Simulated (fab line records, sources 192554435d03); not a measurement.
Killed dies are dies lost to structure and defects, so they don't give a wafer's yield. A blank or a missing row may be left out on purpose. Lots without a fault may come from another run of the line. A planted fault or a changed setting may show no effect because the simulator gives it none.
Which tool did it? | flow n5_finfet | 12 lots, 34 wafers sampled, at 2 steps of a route of 1938

WHAT THE GAUGES READ, wafer by wafer
N5_DUMMY_GATE_OVL_MEAS_16.
lot  | measured    | on         | GATE_OVL (nm)
L933 | day 2 21:22 | overlay-01 | 1.1 0.9 0.3
L935 | day 3 11:28 | overlay-02 | 0.6 0.3 -0.4
L940 | day 4 16:43 | overlay-02 | -0.3 1.1
L945 | day 6 01:09 | overlay-01 | -0.9 -0.9 0.7
L948 | day 6 17:04 | overlay-02 | -0.2 -0.3 0.4
L949 | day 6 22:45 | overlay-02 | 0.9 1.5
L951 | day 7 11:07 | overlay-01 | 1.3 1.7 0.3
L952 | day 7 15:59 | overlay-01 | 0.4 -0.3 -0.7
L953 | day 7 21:41 | overlay-01 | 0.2 -0.8 1.0
L954 | day 8 05:02 | overlay-02 | 0.7 0.3 0.1
L955 | day 8 09:23 | overlay-02 | 1.1 1.3 0.3
L956 | day 8 15:55 | overlay-01 | -1.4 -0.5 -1.7

WHICH TOOL RAN EACH LOT (tool, then ch and the chambers of the sampled wafers, then the start)
lot  | N5_STI_FIN_REVEAL_ETCHBACK_08
L933 | rie_diel-02 ch 0,2,3, day 2 09:45
L935 | rie_diel-03 ch 0,2,3, day 2 23:46
L940 | rie_diel-03 ch 1,3, day 4 04:42
L945 | rie_diel-02 ch 0,2,3, day 5 13:14
L948 | rie_diel-06 ch 0,1,2, day 6 05:16
L949 | rie_diel-02 ch 1,2, day 6 10:37
L951 | rie_diel-02 ch 1,2, day 6 23:01
L952 | rie_diel-03 ch 0,2,3, day 7 04:14
L953 | rie_diel-02 ch 0,2, day 7 09:59
L954 | rie_diel-03 ch 0,2,3, day 7 17:19
L955 | rie_diel-06 ch 1,2,3, day 7 21:43
L956 | rie_diel-06 ch 1,2,3, day 8 04:20
- N5_STI_FIN_REVEAL_ETCHBACK_08: etches SiO2 in C4F6/O2, target depth 30.5 nm, time 10.167 s.

WHAT THE TOOLS THEMSELVES READ (means of the sampled wafers that have a number; where no wafer has one, the mark that the record gives instead)
N5_STI_FIN_REVEAL_ETCHBACK_08.
lot  | tool        | C4F6_flow_sccm (sccm) | drypump_motor_current_A (A) | oes_product_au (a.u.) | rf_vpp_V (V) | showerhead_plenum_p_Torr (Torr) | throttle_valve_pct (%)
L933 | rie_diel-02 | 10.003                | 5.71                        | 0.74                  | 653          | 2.78                            | 21.23
L935 | rie_diel-03 | 9.998                 | 5.59                        | 0.83                  | 674          | 2.90                            | 20.96
L940 | rie_diel-03 | 9.994                 | 5.57                        | 0.80                  | 666          | 2.79                            | 20.89
L945 | rie_diel-02 | 9.964                 | 5.72                        | 0.71                  | 653          | 2.77                            | 21.28
L948 | rie_diel-06 | 9.997                 | 5.67                        | 0.90                  | 659          | 2.85                            | 20.96
L949 | rie_diel-02 | 9.999                 | 5.48                        | 0.76                  | 672          | 2.79                            | 21.52
L951 | rie_diel-02 | 9.970                 | 5.38                        | 0.75                  | 677          | 2.78                            | 21.62
L952 | rie_diel-03 | 9.986                 | 5.58                        | 0.79                  | 673          | 2.89                            | 21.01
L953 | rie_diel-02 | 10.000                | 5.69                        | 0.71                  | 642          | 2.76                            | 21.23
L954 | rie_diel-03 | 9.991                 | 5.59                        | 0.77                  | 674          | 2.88                            | 21.03
L955 | rie_diel-06 | 9.976                 | 5.63                        | 0.82                  | 649          | 2.83                            | 21.17
L956 | rie_diel-06 | 10.001                | 5.62                        | 0.81                  | 649          | 2.83                            | 21.18

THE ANSWER, worked out from the rows above alone
Rule: what is usual is taken from the lots themselves. Put in order of their means at a reading, lots are off if they are a third of the lots or fewer, leave a main group of 4 or more, and stand apart from it by a gap of 3 or more times the standard deviation of the main group's means; of several such gaps the widest counts. A main group whose means are all the same, to the digits that the tables above print for the reading, isn't used. A lot without any number at a reading at which 4 lots or more have one is off too. The other lots that the step has rows for count as sound. The gauges are gone through in route order, then the tools' own readings, and for those a lot's mean is taken as printed above. The first step at which some lot is off is used, and at that step the reading that is off furthest; a lot without a number counts as furthest.
No lot is off at any reading shown: from this, nothing can be told.

WHAT THE SIMULATOR HAD PUT IN
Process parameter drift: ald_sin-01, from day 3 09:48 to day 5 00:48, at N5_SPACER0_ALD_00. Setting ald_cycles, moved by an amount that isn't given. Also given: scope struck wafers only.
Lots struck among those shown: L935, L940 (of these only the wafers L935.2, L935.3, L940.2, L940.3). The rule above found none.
